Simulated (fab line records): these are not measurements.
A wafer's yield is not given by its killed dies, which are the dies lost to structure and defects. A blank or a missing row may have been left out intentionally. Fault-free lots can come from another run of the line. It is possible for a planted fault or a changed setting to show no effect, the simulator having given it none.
fab line records -- flow nand-harc
[record] lots = 12, wafers = 36, last-day = 32
route steps=1302 shown A_SLIT@938 A_WL_FILL@954 END@1302
lots with no fault: from the same line, run without faults
start-h: the number of hours between the record's first day and the start of the first shown wafer of the lot -- wait-h: hours since the lot's step before -- " repeats the value in the row above -- L1.1+2: several wafers, shown together as one row -- - either no value or no given start -- * or withheld: withheld -- < > ~ a bound
route shown NAME@n: names a module that has steps shown in the file, with the first one's number in the route -- usual: the fault-free wafers' mean and standard deviation -- same: alike in all rows -- chamber/n: place in a boat -- sites: the reading at each site -- _std_site: how widely they spread, as a standard deviation -- _edge_site: mean of outer sites minus mean of inner sites -- radius-mm: for every site, how far away it sits from the centre of the wafer -- mask NAME#n: copy n -- behind: tool/chamber where the wafer was last shaped -- hold: the reason the lot was held/the length of the hold in hours/how it ended -- device: the transistor (n, p or np) that didn't switch -- end of line: the tests these same wafers got at the end of their route -- where a step has no rows: the recipe by itself -- killed: the dies lost at the first sort to structure and to defects; this is not the yield of the wafer -- map: per-die view of a wafer (x killed, . not killed, _ where there is no die)
set.NAME: the setting as run; set.NAME@STEP: as run at that earlier step -- model.NAME: the simulator's own value behind a step, which no gauge read
a sample of lots followed through the steps of the route, with each step as a table and each wafer as a row
services: the hour from which a tool's chamber was out of use, counted from the record's first day as start-h (under 0 if before that day), plus the number of hours and why
[[steps]]
[step NHARC_A_SLIT_ETCH_15]
[recipe] target-depth-a = 62000, over-etch-frac = 0.3, time-s = 1612, ion-energy-ev = 150, o2-flow-sccm = 400, cos-flow-sccm = 20, ar-flow-sccm = 0, rf-w = 500, bias-w = 300, chemistry = O2/COS
[usual] drypump-motor-current-A = 5.6/0.33, o2-flow-sccm = 400.0/1.2, oes-product-au = 0.999/0.012, rf-vpp-V = 314.3/1.9, showerhead-plenum-p-Torr = 3.14/0.12, throttle-valve-pct = 28.331/0.0094
lot.wafer,tool,chamber,start-h,wait-h,drypump-motor-current-A,o2-flow-sccm,oes-product-au,rf-hours-counter-h,rf-vpp-V,showerhead-plenum-p-Torr,throttle-valve-pct
L666.1,rie-diel-08,2,-,-,5.8,399.6,0.993,4,315.4,3.17,28.332
L666.5,rie-diel-08,1,-,-,6.0,400.0,0.991,-,314.6,3.06,28.340
L666.6,rie-diel-08,2,-,-,5.8,398.3,0.994,-,314.3,3.17,28.319
L665.2,rie-diel-11,2,-,-,5.4,400.9,0.990,3,317.5,3.26,28.321
L665.3,rie-diel-11,3,-,-,5.5,401.5,0.997,3,314.3,3.17,28.329
L665.5,rie-diel-11,2,-,-,5.4,398.6,0.993,-,316.3,3.26,28.325
L668.4,rie-diel-06,1,-,-,5.8,400.3,0.995,1,315.7,3.34,28.331
L668.2,rie-diel-06,3,-,-,6.2,399.6,0.994,1,313.0,3.05,28.339
L668.5,rie-diel-06,2,-,-,5.8,399.7,0.992,-,311.2,2.94,28.336
L667.1,rie-diel-11,3,-,-,5.5,397.2,1.000,5,316.3,3.17,28.327
L667.6,rie-diel-11,1,-,-,5.0,399.1,1.017,-,313.1,3.05,28.330
L667.5,rie-diel-11,2,-,-,5.5,400.6,1.019,-,315.3,3.26,28.330
L671.4,rie-diel-11,3,-,-,5.5,401.9,1.007,6,314.3,3.17,28.321
L671.5,rie-diel-11,0,-,-,5.7,398.9,0.985,-,316.7,3.27,28.332
L671.6,rie-diel-11,1,-,-,5.0,399.3,1.005,-,313.2,3.05,28.342
L680.1,rie-diel-11,0,-,-,5.7,398.9,0.984,10,315.8,3.27,28.325
L680.3,rie-diel-11,1,-,-,5.0,401.4,1.002,12,312.0,3.05,28.344
L680.4,rie-diel-11,2,-,-,5.4,398.9,0.999,11,317.6,3.25,28.345
L679.2,rie-diel-11,2,-,-,5.5,398.8,1.004,13,315.7,3.25,28.321
L679.3,rie-diel-11,3,-,-,5.5,400.4,1.005,11,314.6,3.17,28.316
L679.1,rie-diel-11,1,-,-,5.0,399.6,1.013,14,314.3,3.05,28.335
L681.3,rie-diel-08,2,-,-,5.8,399.0,0.993,4,313.5,3.16,28.349
L681.1,rie-diel-08,3,-,-,5.7,400.4,1.020,3,311.1,2.93,28.338
L681.5,rie-diel-08,0,-,-,5.7,399.6,1.006,-,315.7,3.21,28.338
L682.2,rie-diel-06,1,-,-,5.8,400.7,0.995,8,317.4,3.34,28.310
L682.1,rie-diel-06,2,-,-,5.8,400.5,0.990,8,310.3,2.94,28.333
L682.4,rie-diel-06,0,-,-,5.4,400.0,0.986,7,313.8,3.13,28.328
L683.1,rie-diel-11,3,-,-,5.5,402.6,1.016,1,314.6,3.17,28.331
L683.3,rie-diel-11,1,-,-,5.0,399.4,1.019,1,313.6,3.05,28.330
L683.5,rie-diel-11,0,-,-,5.7,399.8,0.993,-,315.7,3.27,28.322
L685.3,rie-diel-11,2,-,-,5.5,401.7,0.996,2,317.3,3.25,28.316
L685.4,rie-diel-11,3,-,-,5.4,397.2,1.016,3,314.5,3.16,28.321
L685.1,rie-diel-11,0,-,-,5.7,400.3,0.995,2,316.4,3.26,28.322
L684.4,rie-diel-06,2,-,-,5.8,399.9,0.986,9,312.5,2.94,28.330
L684.1,rie-diel-06,0,-,-,5.4,398.5,0.986,8,313.6,3.13,28.338
L684.5,rie-diel-06,1,-,-,5.8,399.1,0.994,-,317.3,3.34,28.319
[step NHARC_A_SLIT_ETCH_26]
[recipe] bias-v = 400, source-w = 2000, pressure-mtorr = 25, time-s = 90, ar-flow-sccm = 375, c4f8-flow-sccm = 41.7, o2-flow-sccm = 83.3, target-depth-a = 4000, chemistry = C4F8/O2/Ar
[usual] drypump-motor-current-A = 5.6/0.58, o2-flow-sccm = 83.31/0.25, showerhead-plenum-p-Torr = 3.659/0.029, throttle-valve-pct = 27.620/0.0099
lot.wafer,tool,chamber,start-h,wait-h,drypump-motor-current-A,o2-flow-sccm,rf-hours-counter-h,showerhead-plenum-p-Torr,throttle-valve-pct
L666.1,har-etch-02,0,467.54,3.0,6.4,83.26,46,3.725,27.632
L666.5,har-etch-02,0,467.54,3.0,6.4,83.33,-,3.726,27.614
L666.6,har-etch-02,1,467.54,3.0,4.8,83.62,-,3.681,27.623
L665.2,har-etch-02,1,475.16,2.4,4.8,83.04,53,3.677,27.605
L665.3,har-etch-02,0,475.16,2.4,6.4,83.59,-,3.722,27.610
L665.5,har-etch-02,1,475.16,2.4,4.8,83.14,-,3.677,27.619
L668.2,har-etch-02,1,512.43,2.4,4.8,83.55,72,3.666,27.619
L668.4,har-etch-02,0,512.43,2.4,6.4,83.44,-,3.711,27.644
L668.5,har-etch-02,0,512.43,2.4,6.4,83.37,-,3.711,27.631
L667.1,har-etch-01,1,519.58,3.0,5.7,83.08,279,3.668,27.603
L667.5,har-etch-01,1,519.58,3.0,5.7,83.19,-,3.668,27.627
L667.6,har-etch-01,0,519.58,3.0,5.6,83.14,-,3.668,27.614
L671.4,har-etch-01,1,527.68,1.3,5.7,83.19,-,3.664,27.619
L671.5,har-etch-01,0,527.68,1.3,5.6,83.32,-,3.664,27.626
L671.6,har-etch-01,1,527.68,1.3,5.8,83.30,-,3.664,27.610
L680.1,har-etch-02,0,599.76,3.0,6.4,83.38,126,3.681,27.617
L680.3,har-etch-02,0,599.76,3.0,6.4,83.27,-,3.681,27.630
L680.4,har-etch-02,1,599.76,3.0,4.8,82.92,-,3.637,27.622
L679.1,har-etch-01,0,611.03,3.1,5.6,83.47,336,3.637,27.639
L679.2,har-etch-01,1,611.03,3.1,5.7,82.97,336,3.637,27.623
L679.3,har-etch-01,0,611.03,3.1,5.6,83.48,-,3.637,27.608
L682.1,har-etch-02,1,646.97,3.0,4.8,83.26,149,3.624,27.626
L682.2,har-etch-02,0,646.97,3.0,6.4,83.53,149,3.667,27.632
L682.4,har-etch-02,0,646.97,3.0,6.4,83.38,-,3.668,27.640
L681.1,har-etch-01,1,647.12,2.5,5.7,83.79,351,3.628,27.634
L681.3,har-etch-01,1,647.12,2.5,5.7,83.52,-,3.628,27.611
L681.5,har-etch-01,1,647.12,2.5,5.8,83.68,-,3.628,27.619
L683.1,har-etch-02,0,650.78,2.4,6.4,82.83,152,3.666,27.631
L683.3,har-etch-02,1,650.78,2.4,4.8,83.52,-,3.621,27.629
L683.5,har-etch-02,0,650.78,2.4,6.4,83.30,-,3.665,27.606
L685.1,har-etch-02,0,664.98,2.5,6.4,83.09,164,3.660,27.634
L685.4,har-etch-02,1,664.98,2.5,4.8,83.31,-,3.616,27.620
L685.3,har-etch-02,0,664.98,2.5,6.4,83.31,-,3.660,27.627
L684.1,har-etch-01,1,666.01,2.5,5.7,83.23,367,3.620,27.603
L684.4,har-etch-01,0,666.01,2.5,5.6,83.56,-,3.620,27.622
L684.5,har-etch-01,0,666.01,2.5,5.6,83.78,-,3.620,27.598
[step NHARC_A_WL_FILL_ALD_02]
[recipe] target-thk-a = 20, pulse-time-s = 3, ald-cycles = 100, temp-c = 450, material = TiN
[usual] heater-power-outer-w = 660/94, heater-power-w = 1047/140, precursor-pulse-height-rel = 1.001/0.019
[same] pulse-time-s = 3
lot.wafer,tool,chamber,start-h,wait-h,heater-power-outer-w,heater-power-w,precursor-pulse-height-rel
L666.1,ald-metal-02,2,476.20,0.3,640,894,0.984
L666.5,ald-metal-02,0,476.20,0.3,530,1020,1.031
L666.6,ald-metal-02,1,476.20,0.3,566,917,0.993
L665.3,ald-metal-04,2,485.78,0.2,720,1139,0.986
L665.2,ald-metal-04,0,485.78,0.2,591,987,1.004
L665.5,ald-metal-04,2,485.78,0.2,731,1141,0.994
L668.2,ald-metal-01,0,522.54,0.2,617,1005,1.022
L668.4,ald-metal-01,2,522.54,0.2,706,1150,0.972
L668.5,ald-metal-01,3,522.54,0.2,672,1054,0.991
L667.1,ald-metal-02,3,528.17,0.2,897,1379,1.006
L667.5,ald-metal-02,3,528.17,0.2,886,1380,0.981
L667.6,ald-metal-02,0,528.17,0.2,538,975,1.013
L671.4,ald-metal-01,1,536.77,0.2,731,1154,1.034
L671.6,ald-metal-01,2,536.77,0.2,740,1184,0.989
L671.5,ald-metal-01,3,536.77,0.2,647,1030,1.032
L680.4,ald-metal-01,0,608.39,0.1,620,1003,0.998
L680.1,ald-metal-01,1,608.39,0.1,741,1180,0.992
L680.3,ald-metal-01,2,608.39,0.1,753,1153,1.008
L679.1,ald-metal-04,2,619.70,0.2,742,1156,1.027
L679.2,ald-metal-04,3,619.70,0.2,618,908,1.017
L679.3,ald-metal-04,0,619.70,0.2,595,983,1.037
L682.4,ald-metal-02,1,655.60,0.1,564,913,1.038
L682.1,ald-metal-02,2,655.60,0.1,587,879,0.991
L682.2,ald-metal-02,3,655.60,0.1,892,1390,1.032
L681.3,ald-metal-01,0,655.61,0.2,643,1013,0.995
L681.1,ald-metal-01,1,655.61,0.2,734,1173,0.992
L681.5,ald-metal-01,3,655.61,0.2,657,1046,0.983
L683.3,ald-metal-01,0,659.58,0.1,638,1024,1.046
L683.1,ald-metal-01,2,659.58,0.1,720,1183,0.976
L683.5,ald-metal-01,1,659.58,0.1,716,1132,0.986
L685.4,ald-metal-01,2,673.66,0.1,741,1169,1.025
L685.1,ald-metal-01,0,673.66,0.1,648,1004,0.962
L685.3,ald-metal-01,1,673.66,0.1,720,1188,1.020
L684.4,ald-metal-04,2,673.74,0.1,745,1162,1.019
L684.1,ald-metal-04,3,673.74,0.1,632,923,1.017
L684.5,ald-metal-04,3,673.74,0.1,611,898,1.003
[step NHARC_A_WL_FILL_ETCHBACK_16]
[recipe] target-depth-a = 1200, time-s = 24, c4f8-flow-sccm = withheld, o2-flow-sccm = 8, ar-flow-sccm = withheld, rf-w = 600, bias-w = 800, chemistry = C4F8/O2/Ar
[usual] oes-product-au = 0.994/0.021, rf-vpp-V = 723/3.8
lot.wafer,tool,chamber,start-h,wait-h,oes-product-au,rf-hours-counter-h,rf-vpp-V
L666.1,rie-diel-04,0,490.10,-,0.931,5.0,719
L666.5,rie-diel-04,3,490.10,-,0.932,-,723
L666.6,rie-diel-04,0,490.10,-,0.914,-,721
L665.3,rie-diel-05,1,497.85,-,1.009,2.0,722
L665.2,rie-diel-05,3,497.85,-,1.005,2.1,724
L665.5,rie-diel-05,2,497.85,-,1.004,-,716
L668.4,rie-diel-13,2,533.70,-,1.004,0,727
L668.2,rie-diel-13,3,533.70,-,1.005,0,720
L668.5,rie-diel-13,2,533.70,-,1.004,-,727
L667.1,rie-diel-13,3,537.85,-,1.005,0.3,717
L667.6,rie-diel-13,0,537.85,-,0.607,-,720
L667.5,rie-diel-13,1,537.85,-,1.004,-,730
L671.4,rie-diel-05,2,547.94,-,1.020,3.1,716
L671.6,rie-diel-05,2,547.94,-,1.010,-,718
L671.5,rie-diel-05,3,547.94,-,1.013,-,724
L680.4,rie-diel-13,1,619.20,-,1.000,3.1,729
L680.3,rie-diel-13,2,619.20,-,1.003,2.5,727
L680.1,rie-diel-13,3,619.20,-,0.993,2.5,720
L679.2,rie-diel-05,2,630.87,-,1.023,1.5,716
L679.1,rie-diel-05,0,630.87,-,1.014,1.3,718
L679.3,rie-diel-05,1,630.87,-,1.006,1.5,723
L682.1,rie-diel-13,1,667.47,-,0.995,4.8,729
L682.2,rie-diel-13,2,667.47,-,1.003,4.4,726
L682.4,rie-diel-13,3,667.47,-,1.003,4.2,719
L681.1,rie-diel-13,0,670.21,-,1.000,4.7,720
L681.3,rie-diel-13,3,670.21,-,0.992,4.3,719
L681.5,rie-diel-13,2,670.21,-,0.997,-,728
L683.1,rie-diel-13,0,670.57,-,1.005,4.7,719
L683.3,rie-diel-13,3,670.57,-,0.995,4.3,719
L683.5,rie-diel-13,0,670.57,-,0.997,-,719
L684.1,rie-diel-04,1,684.89,-,1.000,7.9,722
L684.4,rie-diel-04,2,684.89,-,1.012,7.9,727
L684.5,rie-diel-04,1,684.89,-,1.022,-,722
L685.1,rie-diel-05,0,684.91,-,1.004,3.4,719
L685.4,rie-diel-05,1,684.91,-,1.008,3.6,721
L685.3,rie-diel-05,2,684.91,-,1.023,3.6,716
[step NHARC_END_SORT_01]
[recipe] temp-c = 25
[usual] killed-at-array = 59/21, killed-at-other = 1.0/1.1, killed-at-periphery = 4.0/2.6, killed-dies = 64/21, killed-open = 3.2/1.7, killed-short = 2.5/1.5
[same] gross-dies = 677
lot.wafer,tool,chamber,start-h,wait-h,killed-at-array,killed-at-other,killed-at-periphery,killed-dies,killed-open,killed-short
L667.1,prober-02,0,631.06,2.5,104,0,3,107,1,3
L667.5,prober-02,0,634.22,3.7,89,0,6,95,4,5
L667.6,prober-02,0,635.01,4.0,674,0,3,677,7,1
// killed by level:class
L667.1 A_CHANNEL_HOLE_D2:chamber-film-flake=33 A_CHANNEL_HOLE_D1:chamber-film-flake=29 A_SLIT:chamber-film-flake=26 A_CONTACT:chamber-film-flake=5 A_STAIRCASE:chamber-film-flake=5 P_GATE:chamber-film-flake=2 A_DECK1_JOINT:chamber-film-flake=2 P_M0:geometric-particle:short=1
L667.5 A_SLIT:chamber-film-flake=37 A_CHANNEL_HOLE_D1:chamber-film-flake=22 A_CHANNEL_HOLE_D2:chamber-film-flake=16 A_STAIRCASE:chamber-film-flake=5 A_CONTACT:chamber-film-flake=4 P_CONTACT:geometric-particle:open=2 P_M0:geometric-particle:short=2 P_M1:geometric-particle:short=1
L667.6 A_WL_FILL:area-etchback=578 A_SLIT:chamber-film-flake=32 A_CHANNEL_HOLE_D1:chamber-film-flake=27 A_CHANNEL_HOLE_D2:chamber-film-flake=20 A_CONTACT:chamber-film-flake=7 A_STAIRCASE:chamber-film-flake=3 A_ONON_D2:geometric-particle:open=2 P_GATE:geometric-particle:open=1
[[services]]
tool,chamber,start-h,hours,kind
rie-diel-13,1,444.84,3.2,repair
rie-diel-06,-,450.84,0.8,repair
rie-diel-13,2,459.38,3.2,repair
rie-diel-05,-,460.73,0.3,repair
ald-metal-01,2,468.66,22.7,repair
ald-metal-04,-,474.00,10.0,pm
rie-diel-05,0,486.35,10.1,repair
rie-diel-13,3,487.40,15.5,repair
rie-diel-13,2,503.20,3.3,repair
ald-metal-01,-,503.55,1.2,repair
rie-diel-13,-,519.01,9.0,pm
ald-metal-01,-,519.11,0.6,repair
rie-diel-05,3,522.11,4.5,repair
ald-metal-01,-,526.00,10.0,pm
rie-diel-11,2,528.84,11.9,repair
rie-diel-13,1,539.78,3.1,repair
rie-diel-05,-,552.49,0.4,repair
rie-diel-05,-,583.60,9.0,pm
ald-metal-01,0,587.41,4.5,repair
rie-diel-11,-,609.58,9.0,pm
rie-diel-05,3,621.43,4.0,repair
rie-diel-11,3,651.18,4.8,repair
rie-diel-11,2,663.36,12.4,repair
rie-diel-13,1,669.50,8.3,repair
[[key]]
[first-sign] step = NHARC_A_WL_FILL_ETCHBACK_16, reading = oes-product-au, direction = down, sigmas = 18, usual = 0.994, struck = 0.607
[effect] step = NHARC_END_SORT_01, reading = killed-at-array, direction = up, sigmas = 29, usual = 59, struck = 674
[more-kills-born-at] NHARC_A_WL_FILL_ETCHBACK_16@rie-diel-13 = 578
met-at NHARC_A_WL_FILL_ETCHBACK_16
struck-lots L667
struck-wafers L667.6
later-rows-left-out L667.6
tester-left-out L667
not-acting-at NHARC_A_SLIT_ETCH_15,NHARC_A_SLIT_ETCH_26,NHARC_A_WL_FILL_ALD_02
[fault] kind = process-parameter-drift, tool = rie-diel-13, chamber = 0, onset-h = 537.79, steps = NHARC_A_WL_FILL_ETCHBACK_16, channel = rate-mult, offset = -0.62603, shape = step, end-h = 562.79
// tester-left-out: of these lots the tester's yield and bins aren't shown, on N5 and GAA mostly nor the transistor test; their killed dies are dies lost to structure and defects alone, not to doping, threshold or leakage, so they don't give the yield
// later-rows-left-out: the simulator's readings of these wafers behind a module that went badly wrong aren't trusted and aren't shown, but for the sort
